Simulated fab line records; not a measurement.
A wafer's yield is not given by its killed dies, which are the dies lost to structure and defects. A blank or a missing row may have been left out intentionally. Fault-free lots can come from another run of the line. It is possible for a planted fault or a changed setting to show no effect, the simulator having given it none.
Comparing a struck lot with a sound one -- flow nand_harc -- 38 steps out of a route of 1159
Sound: the wafers L106.1, L106.2, L106.5. The struck wafers were L993.2, L993.3, L993.6. At the end, the cause is stated.
Each step with rows lists, per side, the tool, then ch with its chambers, then its first start. Under that, the readings that differ: sound wafers -- struck wafers -- difference of the means -- sigmas: that difference in standard deviations of wafers without a fault.
alike: same words and numbers on both sides, and readings whose means sit less than 2 such deviations apart. not compared: any withheld reading, any reading some wafer has no value for, any bound like >300 that may hide the same value, and any number with overlapping values for which the record gives no deviation.
The two part at a step that has a row with sigmas, a row that says differs or no value, or rows on one side only. Numbers that don't overlap but have no deviation are shown without sigmas and don't part them. A reading that every wafer of one side lacks parts them only if that side has two wafers or more.

NHARC_A_ZERO_WELL_CD_MEAS_10: target cd 2000 nm.
  sound on cd_sem-02 ch 0, day 11 15:27; struck on cd_sem-02 ch 0, day 8 12:45
  alike: cd_nm
then, 1 step without rows for these wafers: NHARC_A_ZERO_WELL_HARDBAKE_11 (time 65 s).
NHARC_A_ZERO_WELL_DESCUM_12: chemistry O2, time 3 s.
  sound on rie_diel-02 ch 0,1,3, day 11 15:37; struck on rie_diel-02 ch 0,3, day 8 12:55
  alike: drypump_motor_current_A, oes_product_au, rf_vpp_V, showerhead_plenum_p_Torr, throttle_valve_pct
  not compared: rf_hours_counter_h
NHARC_A_ZERO_WELL_ETCH_19: etches the open film in N2/H2, target depth 80 nm, overetch 24 nm, time 87.88 s.
  sound on rie_diel-02 ch 0,1,3, day 11 15:42; struck on rie_diel-02 ch 0,1, day 8 13:01
  alike: drypump_motor_current_A, oes_product_au, rf_vpp_V, showerhead_plenum_p_Torr, throttle_valve_pct
  not compared: rf_hours_counter_h
NHARC_A_ZERO_WELL_ETCH_13: etches the open film in HBr/Cl2, target depth 120 nm, time 40.1 s.
  sound on rie_si-05 ch 1,2, day 11 15:50; struck on rie_si-03 ch 1,3, day 8 13:10
reading,sound,struck,difference,sigmas
oes_product_au (a.u.),1.011 1.004 1.024,0.977 1.005 0.999,-0.019,-2
  alike: drypump_motor_current_A, hbr_flow_sccm, mfc_cl2_sccm, throttle_valve_pct
  not compared: rf_hours_counter_h
then, 4 steps without rows for these wafers: NHARC_A_ZERO_WELL_STRIP_14 (strips in SPM, time 900 s); NHARC_A_ZERO_WELL_IMPLANT_15; NHARC_A_ZERO_WELL_PRECLEAN_22 (cleans in SC1, time 60 s); NHARC_A_ZERO_WELL_SRD_23.
NHARC_A_ZERO_WELL_RTA_16: time 10 s.
  sound on rtp_anneal-02 ch 0, day 11 16:43; struck on rtp_anneal-02 ch 0, day 8 14:09
  alike: anneal_temp_c_max, lamp_power_pct, lamp_zone_2_pct, lamp_zone_7_pct, wafer_temp_C_max
NHARC_A_ZERO_WELL_INSPECT_17:
  sound on defect_inspect-02 at day 11 16:55; struck on defect_inspect-01 at day 8 14:19
  alike: raw_defect_count
NHARC_A_SOURCE_PLATE_PRECLEAN_00: cleans in HF-LAST, time 60 s.
  sound on wet_bench-03 ch 3,4,7, day 11 16:58; struck on wet_bench-03 ch 0,1,4, day 8 14:22
then, 2 steps without rows for these wafers: NHARC_A_SOURCE_PLATE_SRD_01; NHARC_A_SOURCE_PLATE_OXIDE_02 (material SiO2, target thk 10 nm, ox time 1362 s).
NHARC_A_SOURCE_PLATE_THK_MEAS_09: measures by ellipsometry.
  sound on film_metro-01 at day 11 23:22; struck on film_metro-01 at day 8 20:09
  alike: thk_nm
then, 3 steps without rows for these wafers: NHARC_A_SOURCE_PLATE_PVD_04 (deposits WSi2, target thk 50 nm); NHARC_A_SOURCE_PLATE_CVD_03 (deposits poly-Si, target thk 200 nm, time 4000 s); NHARC_A_SOURCE_PLATE_ANNEAL_05 (time 1800 s).
NHARC_A_SOURCE_PLATE_THK_MEAS_06: measures by ellipsometry.
  sound on film_metro-02 at day 12 12:27; struck on film_metro-01 at day 9 08:55
reading,sound,struck,difference,sigmas
thk_nm (nm),202.2 199.3 203.5,196.8 197.0 197.8,-4.5,-2
NHARC_A_SOURCE_PLATE_INSPECT_08:
  sound on defect_inspect-01 at day 12 12:32; struck on defect_inspect-01 at day 9 09:09
reading,sound,struck,difference,sigmas
raw_defect_count,51 64 49,474 459 458,+409,+11
  not compared: hold
NHARC_A_ONON_D1_THK_MEAS_02: measures by ellipsometry.
  sound on film_metro-02 at day 12 13:08; struck on film_metro-02 at day 9 12:55
  alike: thk_nm
then NHARC_A_ONON_D1_DEP_03 (target thk 1000 nm), 1 step lacking rows for these wafers.
NHARC_A_ONON_D1_THK_MEAS_05: measures by ellipsometry.
  sound on film_metro-01 at day 12 13:42; struck on film_metro-02 at day 9 13:29
  alike: thk_nm
then NHARC_A_ONON_D1_DEP_06 (target thk 1000 nm), 1 step lacking rows for these wafers.
NHARC_A_ONON_D1_THK_MEAS_08: measures by ellipsometry.
  sound on film_metro-02 at day 12 14:16; struck on film_metro-02 at day 9 14:04
  alike: thk_nm
then NHARC_A_ONON_D1_DEP_09 (target thk 1000 nm), 1 step lacking rows for these wafers.
NHARC_A_ONON_D1_THK_MEAS_11: measures by ellipsometry.
  sound on film_metro-02 at day 12 14:50; struck on film_metro-01 at day 9 14:37
  alike: thk_nm
then NHARC_A_ONON_D1_DEP_12 (target thk 1000 nm), 1 step lacking rows for these wafers.
NHARC_A_ONON_D1_THK_MEAS_14: measures by ellipsometry.
  sound on film_metro-02 at day 12 15:24; struck on film_metro-01 at day 9 15:11
  alike: thk_nm
then, 2 steps without rows for these wafers: NHARC_A_ONON_D1_ANNEAL_15 (time 3600 s); NHARC_A_ONON_D1_DEP_16 (target thk 1000 nm).
NHARC_A_ONON_D1_THK_MEAS_18: measures by ellipsometry.
  sound on film_metro-02 at day 12 22:29; struck on film_metro-02 at day 9 20:24
  alike: thk_nm
then NHARC_A_ONON_D1_DEP_19 (target thk 1000 nm), 1 step lacking rows for these wafers.
NHARC_A_ONON_D1_THK_MEAS_21: measures by ellipsometry.
  sound on film_metro-01 at day 12 23:04; struck on film_metro-01 at day 9 20:58
  alike: thk_nm
then NHARC_A_ONON_D1_DEP_22 (target thk 1000 nm), 1 step lacking rows for these wafers.
NHARC_A_ONON_D1_THK_MEAS_24: measures by ellipsometry.
  sound on film_metro-02 at day 12 23:38; struck on film_metro-02 at day 9 21:32
  alike: thk_nm
then NHARC_A_ONON_D1_DEP_25 (target thk 1000 nm), 1 step lacking rows for these wafers.
NHARC_END_SORT_01:
  the record has rows for the sound wafers here (prober-01 ch 0, day 25 18:10) and none for the struck ones

## WHERE THEY PART
At NHARC_A_ZERO_WELL_ETCH_13 first; at NHARC_END_SORT_01 last (within this record only).

WHY: what the simulator had put in
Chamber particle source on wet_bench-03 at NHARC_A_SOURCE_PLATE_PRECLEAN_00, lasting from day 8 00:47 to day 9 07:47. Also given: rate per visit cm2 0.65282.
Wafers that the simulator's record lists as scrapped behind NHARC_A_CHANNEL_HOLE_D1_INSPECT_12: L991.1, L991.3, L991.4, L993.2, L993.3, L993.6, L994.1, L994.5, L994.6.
